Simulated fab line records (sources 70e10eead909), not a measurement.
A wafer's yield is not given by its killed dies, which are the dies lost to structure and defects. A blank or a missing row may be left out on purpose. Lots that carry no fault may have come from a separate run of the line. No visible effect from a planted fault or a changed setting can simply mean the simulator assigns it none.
fab line records :: flow nand_harc
record:
  lots: 6
  wafers: 18
  last_day: 33
route steps=1302 shown A_ONON_D1@424 END@1302
lots with no fault: from the same line, run without faults
start_h: start of the lot's first displayed wafer, in hours after the record's first day :: wait_h: hours from the lot's prior step to this one :: " unchanged from the row above :: L1.1+2: a single row standing in for several wafers :: - value missing, or start not given :: * or withheld: withheld :: < > ~ a bound
route shown NAME@n: a module of which the file shows steps, and the number in the route of the first :: usual: average and standard deviation across the fault-free wafers :: same: alike in all rows :: chamber/n: place in a boat :: sites: each site's reading :: _std_site: standard deviation of those values :: _edge_site: outer sites' mean less inner sites' :: radius_mm: for every site, how far away it sits from the centre of the wafer :: mask NAME#n: copy n :: behind: the tool/chamber that last shaped the wafer :: hold: the reason the lot was held/the length of the hold in hours/how it ended :: device: which transistor (n, p or np) failed to switch :: end of line: the same wafers' tests at the end of the route :: where a step has no rows: the recipe by itself :: killed: at the first sort, the dies lost to defects and structure; wafer yield is something else :: map: dies across one wafer; x = killed, . = not, _ = none there
set.NAME: the setting as run; set.NAME@STEP: as run at that earlier step :: model.NAME: the simulator's own value behind a step, which no gauge read
a table for each step, a row for each wafer; lots at some steps of the route
services: a tool's chamber out of use, with start hour (start_h, from the record's first day; less than 0 if before it), hours out, and reason
== steps ==
step: NHARC_A_ONON_D1_DEP_00
recipe:
  target_thk_a: 10000
  n2_flow_sccm: 2750
  n2o_flow_sccm: 2000
  nh3_flow_sccm: 500
  sih4_flow_sccm: 210
  temp_c: 400
step: NHARC_A_ONON_D1_THK_MEAS_02
recipe:
  thk_meas_gauge: ellipsometry
usual:
  thk_nm: 1000/9.4
lot.wafer: L547.1
tool: film_metro-01
chamber: -
start_h: 160.84
wait_h: -
thk_nm: 1011

lot.wafer: L547.2
tool: film_metro-01
chamber: -
start_h: 160.84
wait_h: -
thk_nm: 1012

lot.wafer: L547.3
tool: film_metro-01
chamber: -
start_h: 160.84
wait_h: -
thk_nm: 1012

lot.wafer: L553.4
tool: film_metro-01
chamber: -
start_h: 215.73
wait_h: -
thk_nm: 999

lot.wafer: L553.5
tool: film_metro-01
chamber: -
start_h: 215.73
wait_h: -
thk_nm: 1001

lot.wafer: L553.6
tool: film_metro-01
chamber: -
start_h: 215.73
wait_h: -
thk_nm: 1002

lot.wafer: L564.3
tool: film_metro-02
chamber: -
start_h: 327.93
wait_h: -
thk_nm: 999

lot.wafer: L564.5
tool: film_metro-02
chamber: -
start_h: 327.93
wait_h: -
thk_nm: 1000

lot.wafer: L564.6
tool: film_metro-02
chamber: -
start_h: 327.93
wait_h: -
thk_nm: 1000

lot.wafer: L565.2
tool: film_metro-01
chamber: -
start_h: 336.68
wait_h: -
thk_nm: 1022

lot.wafer: L565.4
tool: film_metro-01
chamber: -
start_h: 336.68
wait_h: -
thk_nm: 1023

lot.wafer: L565.6
tool: film_metro-01
chamber: -
start_h: 336.68
wait_h: -
thk_nm: 1022

lot.wafer: L569.1
tool: film_metro-01
chamber: -
start_h: 383.95
wait_h: -
thk_nm: 991

lot.wafer: L569.3
tool: film_metro-01
chamber: -
start_h: 383.95
wait_h: -
thk_nm: 989

lot.wafer: L569.4
tool: film_metro-01
chamber: -
start_h: 383.95
wait_h: -
thk_nm: 990

lot.wafer: L570.1
tool: film_metro-01
chamber: -
start_h: 390.29
wait_h: -
thk_nm: 1014

lot.wafer: L570.4
tool: film_metro-01
chamber: -
start_h: 390.29
wait_h: -
thk_nm: 1016

lot.wafer: L570.6
tool: film_metro-01
chamber: -
start_h: 390.29
wait_h: -
thk_nm: 1016
step: NHARC_A_ONON_D1_DEP_03
recipe:
  target_thk_a: 10000
  n2_flow_sccm: 2750
  n2o_flow_sccm: 2000
  nh3_flow_sccm: 500
  sih4_flow_sccm: 210
  temp_c: 400
step: NHARC_A_ONON_D1_THK_MEAS_05
recipe:
  thk_meas_gauge: ellipsometry
usual:
  thk_nm: 998/8.4
lot.wafer: L547.1
tool: film_metro-01
chamber: -
start_h: 161.41
wait_h: -
thk_nm: 1009

lot.wafer: L547.2
tool: film_metro-01
chamber: -
start_h: 161.41
wait_h: -
thk_nm: 1008

lot.wafer: L547.3
tool: film_metro-01
chamber: -
start_h: 161.41
wait_h: -
thk_nm: 1008

lot.wafer: L553.4
tool: film_metro-01
chamber: -
start_h: 216.29
wait_h: -
thk_nm: 982

lot.wafer: L553.5
tool: film_metro-01
chamber: -
start_h: 216.29
wait_h: -
thk_nm: 981

lot.wafer: L553.6
tool: film_metro-01
chamber: -
start_h: 216.29
wait_h: -
thk_nm: 981

lot.wafer: L564.3
tool: film_metro-01
chamber: -
start_h: 328.50
wait_h: -
thk_nm: 1000

lot.wafer: L564.5
tool: film_metro-01
chamber: -
start_h: 328.50
wait_h: -
thk_nm: 999

lot.wafer: L564.6
tool: film_metro-01
chamber: -
start_h: 328.50
wait_h: -
thk_nm: 999

lot.wafer: L565.2
tool: film_metro-02
chamber: -
start_h: 337.24
wait_h: -
thk_nm: 1014

lot.wafer: L565.4
tool: film_metro-02
chamber: -
start_h: 337.24
wait_h: -
thk_nm: 1016

lot.wafer: L565.6
tool: film_metro-02
chamber: -
start_h: 337.24
wait_h: -
thk_nm: 1016

lot.wafer: L569.1
tool: film_metro-01
chamber: -
start_h: 384.52
wait_h: -
thk_nm: 998

lot.wafer: L569.3
tool: film_metro-01
chamber: -
start_h: 384.52
wait_h: -
thk_nm: 1000

lot.wafer: L569.4
tool: film_metro-01
chamber: -
start_h: 384.52
wait_h: -
thk_nm: 999

lot.wafer: L570.1
tool: film_metro-01
chamber: -
start_h: 390.85
wait_h: -
thk_nm: 990

lot.wafer: L570.4
tool: film_metro-01
chamber: -
start_h: 390.85
wait_h: -
thk_nm: 990

lot.wafer: L570.6
tool: film_metro-01
chamber: -
start_h: 390.85
wait_h: -
thk_nm: 991
step: NHARC_A_ONON_D1_DEP_06
recipe:
  target_thk_a: 10000
  n2_flow_sccm: 2750
  n2o_flow_sccm: 2000
  nh3_flow_sccm: 500
  sih4_flow_sccm: 210
  temp_c: 400
step: NHARC_A_ONON_D1_THK_MEAS_08
recipe:
  thk_meas_gauge: ellipsometry
usual:
  thk_nm: 997/11
lot.wafer: L547.1
tool: film_metro-01
chamber: -
start_h: 161.97
wait_h: -
thk_nm: 1017

lot.wafer: L547.2
tool: film_metro-01
chamber: -
start_h: 161.97
wait_h: -
thk_nm: 1019

lot.wafer: L547.3
tool: film_metro-01
chamber: -
start_h: 161.97
wait_h: -
thk_nm: 1018

lot.wafer: L553.4
tool: film_metro-01
chamber: -
start_h: 216.86
wait_h: -
thk_nm: 991

lot.wafer: L553.5
tool: film_metro-01
chamber: -
start_h: 216.86
wait_h: -
thk_nm: 993

lot.wafer: L553.6
tool: film_metro-01
chamber: -
start_h: 216.86
wait_h: -
thk_nm: 992

lot.wafer: L564.3
tool: film_metro-01
chamber: -
start_h: 329.07
wait_h: -
thk_nm: 997

lot.wafer: L564.5
tool: film_metro-01
chamber: -
start_h: 329.07
wait_h: -
thk_nm: 998

lot.wafer: L564.6
tool: film_metro-01
chamber: -
start_h: 329.07
wait_h: -
thk_nm: 999

lot.wafer: L565.2
tool: film_metro-01
chamber: -
start_h: 337.81
wait_h: -
thk_nm: 994

lot.wafer: L565.4
tool: film_metro-01
chamber: -
start_h: 337.81
wait_h: -
thk_nm: 995

lot.wafer: L565.6
tool: film_metro-01
chamber: -
start_h: 337.81
wait_h: -
thk_nm: 994

lot.wafer: L569.1
tool: film_metro-01
chamber: -
start_h: 385.08
wait_h: -
thk_nm: 1013

lot.wafer: L569.3
tool: film_metro-01
chamber: -
start_h: 385.08
wait_h: -
thk_nm: 1012

lot.wafer: L569.4
tool: film_metro-01
chamber: -
start_h: 385.08
wait_h: -
thk_nm: 1012

lot.wafer: L570.1
tool: film_metro-01
chamber: -
start_h: 391.41
wait_h: -
thk_nm: 993

lot.wafer: L570.4
tool: film_metro-01
chamber: -
start_h: 391.41
wait_h: -
thk_nm: 991

lot.wafer: L570.6
tool: film_metro-01
chamber: -
start_h: 391.41
wait_h: -
thk_nm: 991
step: NHARC_A_ONON_D1_DEP_09
recipe:
  target_thk_a: 10000
  n2_flow_sccm: 2750
  n2o_flow_sccm: 2000
  nh3_flow_sccm: 500
  sih4_flow_sccm: 210
  temp_c: 400
step: NHARC_A_ONON_D1_THK_MEAS_11
recipe:
  thk_meas_gauge: ellipsometry
usual:
  thk_nm: 1001/8.3
lot.wafer: L547.1
tool: film_metro-01
chamber: -
start_h: 162.54
wait_h: -
thk_nm: 998

lot.wafer: L547.2
tool: film_metro-01
chamber: -
start_h: 162.54
wait_h: -
thk_nm: 1001

lot.wafer: L547.3
tool: film_metro-01
chamber: -
start_h: 162.54
wait_h: -
thk_nm: 997

lot.wafer: L553.4
tool: film_metro-01
chamber: -
start_h: 217.42
wait_h: -
thk_nm: 992

lot.wafer: L553.5
tool: film_metro-01
chamber: -
start_h: 217.42
wait_h: -
thk_nm: 995

lot.wafer: L553.6
tool: film_metro-01
chamber: -
start_h: 217.42
wait_h: -
thk_nm: 993

lot.wafer: L564.3
tool: film_metro-01
chamber: -
start_h: 329.65
wait_h: -
thk_nm: 1010

lot.wafer: L564.5
tool: film_metro-01
chamber: -
start_h: 329.65
wait_h: -
thk_nm: 1012

lot.wafer: L564.6
tool: film_metro-01
chamber: -
start_h: 329.65
wait_h: -
thk_nm: 1011

lot.wafer: L565.2
tool: film_metro-01
chamber: -
start_h: 338.38
wait_h: -
thk_nm: 993

lot.wafer: L565.4
tool: film_metro-01
chamber: -
start_h: 338.38
wait_h: -
thk_nm: 994

lot.wafer: L565.6
tool: film_metro-01
chamber: -
start_h: 338.38
wait_h: -
thk_nm: 994

lot.wafer: L569.1
tool: film_metro-01
chamber: -
start_h: 385.64
wait_h: -
thk_nm: 995

lot.wafer: L569.3
tool: film_metro-01
chamber: -
start_h: 385.64
wait_h: -
thk_nm: 993

lot.wafer: L569.4
tool: film_metro-01
chamber: -
start_h: 385.64
wait_h: -
thk_nm: 994

lot.wafer: L570.1
tool: film_metro-01
chamber: -
start_h: 391.98
wait_h: -
thk_nm: 991

lot.wafer: L570.4
tool: film_metro-01
chamber: -
start_h: 391.98
wait_h: -
thk_nm: 991

lot.wafer: L570.6
tool: film_metro-01
chamber: -
start_h: 391.98
wait_h: -
thk_nm: 992
step: NHARC_A_ONON_D1_DEP_12
recipe:
  target_thk_a: 10000
  n2_flow_sccm: 2750
  n2o_flow_sccm: 2000
  nh3_flow_sccm: 500
  sih4_flow_sccm: 210
  temp_c: 400
step: NHARC_A_ONON_D1_THK_MEAS_14
recipe:
  thk_meas_gauge: ellipsometry
usual:
  thk_nm: 1001/8.2
lot.wafer: L547.1
tool: film_metro-01
chamber: -
start_h: 163.10
wait_h: -
thk_nm: 1004

lot.wafer: L547.2
tool: film_metro-01
chamber: -
start_h: 163.10
wait_h: -
thk_nm: 1004

lot.wafer: L547.3
tool: film_metro-01
chamber: -
start_h: 163.10
wait_h: -
thk_nm: 1005

lot.wafer: L553.4
tool: film_metro-02
chamber: -
start_h: 218.00
wait_h: -
thk_nm: 984

lot.wafer: L553.5
tool: film_metro-02
chamber: -
start_h: 218.00
wait_h: -
thk_nm: 986

lot.wafer: L553.6
tool: film_metro-02
chamber: -
start_h: 218.00
wait_h: -
thk_nm: 984

lot.wafer: L564.3
tool: film_metro-01
chamber: -
start_h: 330.22
wait_h: -
thk_nm: 1007

lot.wafer: L564.5
tool: film_metro-01
chamber: -
start_h: 330.22
wait_h: -
thk_nm: 1008

lot.wafer: L564.6
tool: film_metro-01
chamber: -
start_h: 330.22
wait_h: -
thk_nm: 1007

lot.wafer: L565.2
tool: film_metro-02
chamber: -
start_h: 338.94
wait_h: -
thk_nm: 991

lot.wafer: L565.4
tool: film_metro-02
chamber: -
start_h: 338.94
wait_h: -
thk_nm: 991

lot.wafer: L565.6
tool: film_metro-02
chamber: -
start_h: 338.94
wait_h: -
thk_nm: 991

lot.wafer: L569.1
tool: film_metro-01
chamber: -
start_h: 386.21
wait_h: -
thk_nm: 994

lot.wafer: L569.3
tool: film_metro-01
chamber: -
start_h: 386.21
wait_h: -
thk_nm: 994

lot.wafer: L569.4
tool: film_metro-01
chamber: -
start_h: 386.21
wait_h: -
thk_nm: 994

lot.wafer: L570.1
tool: film_metro-01
chamber: -
start_h: 392.54
wait_h: -
thk_nm: 1003

lot.wafer: L570.4
tool: film_metro-01
chamber: -
start_h: 392.54
wait_h: -
thk_nm: 1003

lot.wafer: L570.6
tool: film_metro-01
chamber: -
start_h: 392.54
wait_h: -
thk_nm: 1003
step: NHARC_A_ONON_D1_ANNEAL_15
recipe:
  temp_c: 750
  time_s: 3600
step: NHARC_A_ONON_D1_DEP_16
recipe:
  target_thk_a: 10000
  n2_flow_sccm: 2750
  n2o_flow_sccm: 2000
  nh3_flow_sccm: 500
  sih4_flow_sccm: 210
  temp_c: 400
lot.wafer: L547.1+2+3
tool: pecvd_onon-04
chamber: 0
start_h: 170.71
wait_h: 0.1

lot.wafer: L553.4+5+6
tool: pecvd_onon-04
chamber: 0
start_h: 225.98
wait_h: 0.2

lot.wafer: L564.3+5+6
tool: pecvd_onon-04
chamber: 0
start_h: 337.60
wait_h: 0.2

lot.wafer: L565.2+4+6
tool: pecvd_onon-04
chamber: 0
start_h: 349.09
wait_h: 0.1

lot.wafer: L569.1+3+4
tool: pecvd_onon-01
chamber: 0
start_h: 393.53
wait_h: 0.1

lot.wafer: L570.1+4+6
tool: pecvd_onon-03
chamber: 0
start_h: 400.16
wait_h: 0.1
step: NHARC_A_ONON_D1_THK_MEAS_18
recipe:
  thk_meas_gauge: ellipsometry
usual:
  thk_nm: 997/12
lot.wafer: L547.1
tool: film_metro-01
chamber: -
start_h: 171.22
wait_h: -
thk_nm: 1009

lot.wafer: L547.2
tool: film_metro-01
chamber: -
start_h: 171.22
wait_h: -
thk_nm: 1008

lot.wafer: L547.3
tool: film_metro-01
chamber: -
start_h: 171.22
wait_h: -
thk_nm: 1008

lot.wafer: L553.4
tool: film_metro-02
chamber: -
start_h: 226.32
wait_h: -
thk_nm: 1003

lot.wafer: L553.5
tool: film_metro-02
chamber: -
start_h: 226.32
wait_h: -
thk_nm: 1002

lot.wafer: L553.6
tool: film_metro-02
chamber: -
start_h: 226.32
wait_h: -
thk_nm: 1002

lot.wafer: L564.3
tool: film_metro-01
chamber: -
start_h: 337.99
wait_h: -
thk_nm: 1531

lot.wafer: L564.5
tool: film_metro-01
chamber: -
start_h: 337.99
wait_h: -
thk_nm: 992

lot.wafer: L564.6
tool: film_metro-01
chamber: -
start_h: 337.99
wait_h: -
thk_nm: 1532

lot.wafer: L565.2
tool: film_metro-01
chamber: -
start_h: 349.54
wait_h: -
thk_nm: 1536

lot.wafer: L565.4
tool: film_metro-01
chamber: -
start_h: 349.54
wait_h: -
thk_nm: 999

lot.wafer: L565.6
tool: film_metro-01
chamber: -
start_h: 349.54
wait_h: -
thk_nm: 1536

lot.wafer: L569.1
tool: film_metro-02
chamber: -
start_h: 394.04
wait_h: -
thk_nm: 985

lot.wafer: L569.3
tool: film_metro-02
chamber: -
start_h: 394.04
wait_h: -
thk_nm: 985

lot.wafer: L569.4
tool: film_metro-02
chamber: -
start_h: 394.04
wait_h: -
thk_nm: 986

lot.wafer: L570.1
tool: film_metro-02
chamber: -
start_h: 400.67
wait_h: -
thk_nm: 995

lot.wafer: L570.4
tool: film_metro-02
chamber: -
start_h: 400.67
wait_h: -
thk_nm: 996

lot.wafer: L570.6
tool: film_metro-02
chamber: -
start_h: 400.67
wait_h: -
thk_nm: 993
step: NHARC_A_ONON_D1_DEP_19
recipe:
  target_thk_a: 10000
  n2_flow_sccm: 2750
  n2o_flow_sccm: 2000
  nh3_flow_sccm: 500
  sih4_flow_sccm: 210
  temp_c: 400
step: NHARC_END_SORT_01
recipe:
  temp_c: 25
usual:
  killed_at_array: 54/21
  killed_at_other: 1.0/1.2
  killed_at_periphery: 3.6/2.6
  killed_dies: 58/20
  killed_open: 3.3/1.9
  killed_short: 2.6/1.5
same:
  gross_dies: 677
lot.wafer: L564.3
tool: prober-01
chamber: 0
start_h: 715.97
wait_h: 3.1
killed_at_array: 667
killed_at_other: 2
killed_at_periphery: 8
killed_dies: 677
killed_open: 4
killed_short: 6

lot.wafer: L564.6
tool: prober-01
chamber: 0
start_h: 718.41
wait_h: 4.1
killed_at_array: 670
killed_at_other: 5
killed_at_periphery: 2
killed_dies: 677
killed_open: 2
killed_short: 1

lot.wafer: L565.2
tool: prober-02
chamber: 0
start_h: 741.34
wait_h: 2.8
killed_at_array: 675
killed_at_other: 1
killed_at_periphery: 1
killed_dies: 677
killed_open: 3
killed_short: 3

lot.wafer: L565.6
tool: prober-02
chamber: 0
start_h: 744.53
wait_h: 4.0
killed_at_array: 675
killed_at_other: 0
killed_at_periphery: 2
killed_dies: 677
killed_open: 5
killed_short: 2
killed by level:class
L564.3 A_ONON_D1:area_dep=615 A_CHANNEL_HOLE_D1:chamber_film_flake=33 P_ZERO_WELL:chamber_film_flake=4 A_BLC:chamber_film_flake=4 A_CONTACT:chamber_film_flake=3 A_WL_FILL:geometric_particle:short=2 P_M1:chamber_film_flake=2 A_SLIT:chamber_film_flake=2
L564.6 A_ONON_D1:area_dep=628 A_CHANNEL_HOLE_D1:chamber_film_flake=27 THIN_TSV:chamber_film_flake=5 A_SLIT:chamber_film_flake=3 A_CHANNEL_FILL_D1:chamber_film_flake=3 A_BLC:chamber_film_flake=3 A_CONTACT:chamber_film_flake=2 A_ONON_D1:geometric_particle:open=1
L565.2 A_ONON_D1:area_dep=621 A_CHANNEL_HOLE_D2:chamber_film_flake=24 A_SLIT:chamber_film_flake=18 A_STAIRCASE:chamber_film_flake=5 P_M0:geometric_particle:open=1 A_ONON_D1:geometric_particle:short=1 A_CHANNEL_HOLE_D2:geometric_particle:open=1 A_SGD_CUT:geometric_particle:short=1
L565.6 A_ONON_D1:area_dep=638 A_SLIT:chamber_film_flake=16 A_CHANNEL_HOLE_D2:chamber_film_flake=7 A_CHANNEL_HOLE_D1:chamber_film_flake=6 A_CHANNEL_FILL_D2:geometric_particle:short=2 P_CONTACT:geometric_particle:open=1 P_M0:geometric_particle:open=1 A_CHANNEL_HOLE_D1:geometric_particle:open=1
map L564.3 (x killed, . not)
____________x____________
_________xxxxxxx_________
_______xxxxxxxxxxx_______
______xxxxxxxxxxxxx______
_____xxxxxxxxxxxxxxx_____
____xxxxxxxxxxxxxxxxx____
____xxxxxxxxxxxxxxxxx____
___xxxxxxxxxxxxxxxxxxx___
___xxxxxxxxxxxxxxxxxxx___
__xxxxxxxxxxxxxxxxxxxxx__
__xxxxxxxxxxxxxxxxxxxxx__
_xxxxxxxxxxxxxxxxxxxxxxx_
_xxxxxxxxxxxxxxxxxxxxxxx_
_xxxxxxxxxxxxxxxxxxxxxxx_
_xxxxxxxxxxxxxxxxxxxxxxx_
_xxxxxxxxxxxxxxxxxxxxxxx_
xxxxxxxxxxxxxxxxxxxxxxxxx
xxxxxxxxxxxxxxxxxxxxxxxxx
xxxxxxxxxxxxxxxxxxxxxxxxx
xxxxxxxxxxxxxxxxxxxxxxxxx
xxxxxxxxxxxxxxxxxxxxxxxxx
_xxxxxxxxxxxxxxxxxxxxxxx_
_xxxxxxxxxxxxxxxxxxxxxxx_
_xxxxxxxxxxxxxxxxxxxxxxx_
_xxxxxxxxxxxxxxxxxxxxxxx_
_xxxxxxxxxxxxxxxxxxxxxxx_
__xxxxxxxxxxxxxxxxxxxxx__
__xxxxxxxxxxxxxxxxxxxxx__
___xxxxxxxxxxxxxxxxxxx___
___xxxxxxxxxxxxxxxxxxx___
____xxxxxxxxxxxxxxxxx____
____xxxxxxxxxxxxxxxxx____
_____xxxxxxxxxxxxxxx_____
______xxxxxxxxxxxxx______
_______xxxxxxxxxxx_______
_________xxxxxxx_________
____________x____________
map L565.2 (x killed, . not)
____________x____________
_________xxxxxxx_________
_______xxxxxxxxxxx_______
______xxxxxxxxxxxxx______
_____xxxxxxxxxxxxxxx_____
____xxxxxxxxxxxxxxxxx____
____xxxxxxxxxxxxxxxxx____
___xxxxxxxxxxxxxxxxxxx___
___xxxxxxxxxxxxxxxxxxx___
__xxxxxxxxxxxxxxxxxxxxx__
__xxxxxxxxxxxxxxxxxxxxx__
_xxxxxxxxxxxxxxxxxxxxxxx_
_xxxxxxxxxxxxxxxxxxxxxxx_
_xxxxxxxxxxxxxxxxxxxxxxx_
_xxxxxxxxxxxxxxxxxxxxxxx_
_xxxxxxxxxxxxxxxxxxxxxxx_
xxxxxxxxxxxxxxxxxxxxxxxxx
xxxxxxxxxxxxxxxxxxxxxxxxx
xxxxxxxxxxxxxxxxxxxxxxxxx
xxxxxxxxxxxxxxxxxxxxxxxxx
xxxxxxxxxxxxxxxxxxxxxxxxx
_xxxxxxxxxxxxxxxxxxxxxxx_
_xxxxxxxxxxxxxxxxxxxxxxx_
_xxxxxxxxxxxxxxxxxxxxxxx_
_xxxxxxxxxxxxxxxxxxxxxxx_
_xxxxxxxxxxxxxxxxxxxxxxx_
__xxxxxxxxxxxxxxxxxxxxx__
__xxxxxxxxxxxxxxxxxxxxx__
___xxxxxxxxxxxxxxxxxxx___
___xxxxxxxxxxxxxxxxxxx___
____xxxxxxxxxxxxxxxxx____
____xxxxxxxxxxxxxxxxx____
_____xxxxxxxxxxxxxxx_____
______xxxxxxxxxxxxx______
_______xxxxxxxxxxx_______
_________xxxxxxx_________
____________x____________
== services ==
tool: pecvd_onon-03
chamber: -
start_h: 227.19
hours: 13.0
kind: pm

tool: pecvd_onon-01
chamber: -
start_h: 269.27
hours: 13.0
kind: pm

tool: pecvd_onon-04
chamber: -
start_h: 311.00
hours: 13.0
kind: pm
== key ==
first_sign:
  step: NHARC_A_ONON_D1_THK_MEAS_18
  reading: thk_nm
  direction: up
  sigmas: 43
  usual: 997
  struck: 1534
effect:
  step: NHARC_END_SORT_01
  reading: killed_dies
  direction: up
  sigmas: 30
  usual: 58
  struck: 677
more_kills_born_at:
  NHARC_A_ONON_D1_DEP_16@pecvd_onon-04: 2502
met_at NHARC_A_ONON_D1_DEP_16
struck_wafers L564.3,L564.6,L565.2,L565.6
later_rows_left_out L564.3,L564.6,L565.2,L565.6
tester_left_out L564,L565
onset_between 225.98 337.60
fault:
  kind: process_parameter_drift
  tool: pecvd_onon-04
  chamber: -
  onset_h: 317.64
  steps: NHARC_A_ONON_D1_DEP_16
  channel: target_thk_a
  offset: *
  shape: step
  end_h: 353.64
  scope: struck_wafers_only
  acts_in: *
  stated: *
tester_left_out: of these lots the tester's yield and bins aren't shown, on N5 and GAA mostly nor the transistor test; their killed dies are dies lost to structure and defects alone, not to doping, threshold or leakage, so they don't give the yield
later_rows_left_out: the simulator's readings of these wafers behind a module that went badly wrong aren't trusted and aren't shown, but for the sort
